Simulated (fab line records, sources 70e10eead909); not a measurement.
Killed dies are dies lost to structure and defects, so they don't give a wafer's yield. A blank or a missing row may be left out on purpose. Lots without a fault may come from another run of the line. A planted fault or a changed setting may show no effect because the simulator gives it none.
Which tool did it? | flow nand_harc | 24 lots, 72 wafers sampled, at 3 steps of a route of 1159

WHAT THE GAUGES READ, wafer by wafer
NHARC_P_START_INSPECT_01.
lot  | measured    | on                | raw_defect_count
L074 | day 1 12:02 | defect_inspect-01 | 4 3 4
L075 | day 1 18:02 | defect_inspect-01 | 4 1 5
L076 | day 2 00:02 | defect_inspect-01 | 3 3 4
L077 | day 2 06:02 | defect_inspect-02 | 4 2 3
L078 | day 2 12:02 | defect_inspect-01 | 2 6 5
L079 | day 2 18:02 | defect_inspect-01 | 4 0 5
L080 | day 3 00:02 | defect_inspect-01 | 1 6 2
L081 | day 3 06:02 | defect_inspect-02 | 4 6 0
L082 | day 3 12:02 | defect_inspect-02 | 5 5 7
L083 | day 3 18:02 | defect_inspect-02 | 2 2 7
L084 | day 4 00:02 | defect_inspect-01 | 7 4 4
L085 | day 4 06:02 | defect_inspect-02 | 4 7 6
L086 | day 4 12:02 | defect_inspect-01 | 2 0 0
L087 | day 4 18:02 | defect_inspect-01 | 0 3 4
L088 | day 5 00:02 | defect_inspect-01 | 4 2 6
L089 | day 5 06:02 | defect_inspect-01 | 2 7 5
L090 | day 5 12:02 | defect_inspect-02 | 3 5 4
L091 | day 5 18:02 | defect_inspect-02 | 2 0 5
L092 | day 6 00:02 | defect_inspect-02 | 3 5 8
L093 | day 6 06:02 | defect_inspect-01 | 5 10 5
L094 | day 6 12:02 | defect_inspect-01 | 4 4 3
L095 | day 6 18:02 | defect_inspect-01 | 3 4 3
L096 | day 7 00:02 | defect_inspect-01 | 2 5 1
L097 | day 7 06:02 | defect_inspect-02 | 6 3 8

NHARC_P_GATE_CD_MEAS_11: target cd 1640 nm.
lot  | measured     | on        | cd_nm (nm)
L074 | day 4 01:44  | cd_sem-02 | 1638.5 1638.6 1635.9
L075 | day 4 01:47  | cd_sem-03 | 1642.2 1641.6 1640.8
L076 | day 4 14:19  | cd_sem-02 | 1639.9 1638.6 1638.8
L077 | day 4 14:28  | cd_sem-02 | 1642.7 1641.6 1641.7
L078 | day 5 01:16  | cd_sem-01 | 1639.5 1641.3 1639.9
L079 | day 5 09:26  | cd_sem-02 | 1640.8 1640.3 1640.1
L080 | day 5 09:28  | cd_sem-01 | 1642.0 1641.5 1642.6
L081 | day 5 21:15  | cd_sem-01 | 1637.3 1639.4 1639.9
L082 | day 5 21:05  | cd_sem-02 | 1642.1 1640.3 1640.5
L083 | day 6 15:15  | cd_sem-02 | 1640.6 1640.5 1641.6
L084 | day 6 15:05  | cd_sem-01 | 1641.2 1641.2 1641.2
L085 | day 7 11:44  | cd_sem-03 | 1642.7 1639.9 1640.2
L086 | day 7 12:02  | cd_sem-03 | 1641.4 1641.3 1642.4
L087 | day 7 11:41  | cd_sem-02 | 1640.0 1638.9 1638.8
L088 | day 7 11:53  | cd_sem-02 | 1639.0 1638.3 1640.1
L089 | day 7 16:53  | cd_sem-03 | 1637.9 1638.7 1638.1
L090 | day 8 03:04  | cd_sem-01 | 1639.8 1639.4 1638.6
L091 | day 8 02:53  | cd_sem-01 | 1638.8 1639.1 1637.8
L092 | day 8 15:56  | cd_sem-03 | 1638.8 1640.7 1640.8
L093 | day 8 16:06  | cd_sem-03 | 1641.9 1641.4 1639.9
L094 | day 9 10:51  | cd_sem-02 | 1637.0 1636.3 1636.4
L095 | day 9 11:00  | cd_sem-03 | 1640.8 1640.0 1641.1
L096 | day 9 16:37  | cd_sem-02 | 1639.9 1639.7 1638.7
L097 | day 10 00:47 | cd_sem-02 | 1641.1 1642.1 1641.0

WHICH TOOL RAN EACH LOT (tool, then ch and the chambers of the sampled wafers, then the start)
lot  | NHARC_P_ZERO_WELL_DESCUM_13
L074 | rie_diel-05 ch 0,1,2, day 1 13:22
L075 | rie_diel-05 ch 0,1, day 1 19:17
L076 | rie_diel-11 ch 2,3, day 2 01:24
L077 | rie_diel-05 ch 0,1, day 2 07:23
L078 | rie_diel-11 ch 1,2,3, day 2 13:23
L079 | rie_diel-05 ch 0,1,3, day 2 19:26
L080 | rie_diel-05 ch 2,3, day 3 01:25
L081 | rie_diel-11 ch 0,1,3, day 3 07:24
L082 | rie_diel-09 ch 0,1,2, day 3 13:17
L083 | rie_diel-11 ch 1,2,3, day 3 19:19
L084 | rie_diel-09 ch 0,2,3, day 4 01:24
L085 | rie_diel-11 ch 2,3, day 4 07:25
L086 | rie_diel-05 ch 1,2,3, day 4 13:23
L087 | rie_diel-05 ch 1,2, day 4 19:23
L088 | rie_diel-11 ch 1,2,3, day 5 01:17
L089 | rie_diel-11 ch 0,2,3, day 5 07:17
L090 | rie_diel-09 ch 2,3, day 5 13:17
L091 | rie_diel-11 ch 0,3, day 5 19:28
L092 | rie_diel-05 ch 2,3, day 6 01:17
L093 | rie_diel-11 ch 0,1,2, day 6 07:25
L094 | rie_diel-05 ch 0,1,3, day 6 13:25
L095 | rie_diel-11 ch 1,2,3, day 6 19:26
L096 | rie_diel-05 ch 0,1, day 7 01:24
L097 | rie_diel-11 ch 0,3, day 7 07:25
- NHARC_P_ZERO_WELL_DESCUM_13: chemistry O2, time 3 s.

WHAT THE TOOLS THEMSELVES READ (means of the sampled wafers that have a number; where no wafer has one, the mark that the record gives instead)
NHARC_P_ZERO_WELL_DESCUM_13.
lot  | tool        | drypump_motor_current_A (A) | mfc_ar_sccm (sccm) | oes_product_au (a.u.) | rf_vpp_V (V) | showerhead_plenum_p_Torr (Torr) | throttle_valve_pct (%)
L074 | rie_diel-05 | 5.7                         | 0.002              | 0.998                 | 58.4         | 1.91                            | 11.316
L075 | rie_diel-05 | 5.6                         | 0.000              | 0.990                 | 58.8         | 1.99                            | 11.300
L076 | rie_diel-11 | 5.2                         | 0.026              | 1.001                 | 57.0         | 1.85                            | 11.315
L077 | rie_diel-05 | 5.8                         | 0.000              | 0.996                 | 56.8         | 1.91                            | 11.314
L078 | rie_diel-11 | 5.4                         | 0.013              | 0.995                 | 58.1         | 1.88                            | 11.310
L079 | rie_diel-05 | 5.8                         | 0.006              | 0.997                 | 57.6         | 1.95                            | 11.310
L080 | rie_diel-05 | 5.8                         | 0.011              | 0.990                 | 57.4         | 1.87                            | 11.308
L081 | rie_diel-11 | 5.7                         | 0.000              | 1.002                 | 57.8         | 1.95                            | 11.324
L082 | rie_diel-09 | 6.2                         | 0.000              | 1.003                 | 58.4         | 1.96                            | 11.307
L083 | rie_diel-11 | 5.4                         | 0.013              | 0.999                 | 56.9         | 1.88                            | 11.318
L084 | rie_diel-09 | 5.9                         | 0.003              | 1.005                 | 58.6         | 1.92                            | 11.314
L085 | rie_diel-11 | 5.3                         | 0.013              | 1.007                 | 58.4         | 1.92                            | 11.308
L086 | rie_diel-05 | 5.9                         | 0.008              | 0.993                 | 56.9         | 1.87                            | 11.312
L087 | rie_diel-05 | 5.8                         | 0.005              | 0.995                 | 57.1         | 1.83                            | 11.314
L088 | rie_diel-11 | 5.4                         | 0.013              | 1.006                 | 57.8         | 1.88                            | 11.305
L089 | rie_diel-11 | 5.5                         | 0.013              | 1.004                 | 57.6         | 1.92                            | 11.310
L090 | rie_diel-09 | 5.8                         | 0.003              | 1.006                 | 57.5         | 1.90                            | 11.303
L091 | rie_diel-11 | 5.5                         | 0.000              | 1.003                 | 58.3         | 1.99                            | 11.317
L092 | rie_diel-05 | 5.9                         | 0.014              | 1.007                 | 57.6         | 1.91                            | 11.306
L093 | rie_diel-11 | 5.6                         | 0.013              | 1.008                 | 57.7         | 1.88                            | 11.307
L094 | rie_diel-05 | 5.8                         | 0.006              | 0.993                 | 57.5         | 1.95                            | 11.312
L095 | rie_diel-11 | 5.4                         | 0.013              | 0.999                 | 58.7         | 1.88                            | 11.306
L096 | rie_diel-05 | 5.6                         | 0.000              | 0.987                 | 57.5         | 1.99                            | 11.313
L097 | rie_diel-11 | 5.6                         | 0.000              | 1.011                 | 58.9         | 1.99                            | 11.310

THE ANSWER, worked out from the rows above alone
Rule: what is usual is taken from the lots themselves. Put in order of their means at a reading, lots are off if they are a third of the lots or fewer, leave a main group of 4 or more, and stand apart from it by a gap of 3 or more times the standard deviation of the main group's means; of several such gaps the widest counts. A main group whose means are all the same, to the digits that the tables above print for the reading, isn't used. A lot without any number at a reading at which 4 lots or more have one is off too. The other lots that the step has rows for count as sound. The gauges are gone through in route order, then the tools' own readings, and for those a lot's mean is taken as printed above. The first step at which some lot is off is used, and at that step the reading that is off furthest; a lot without a number counts as furthest.
No lot is off at any reading shown: from this, nothing can be told.

WHAT THE SIMULATOR HAD PUT IN
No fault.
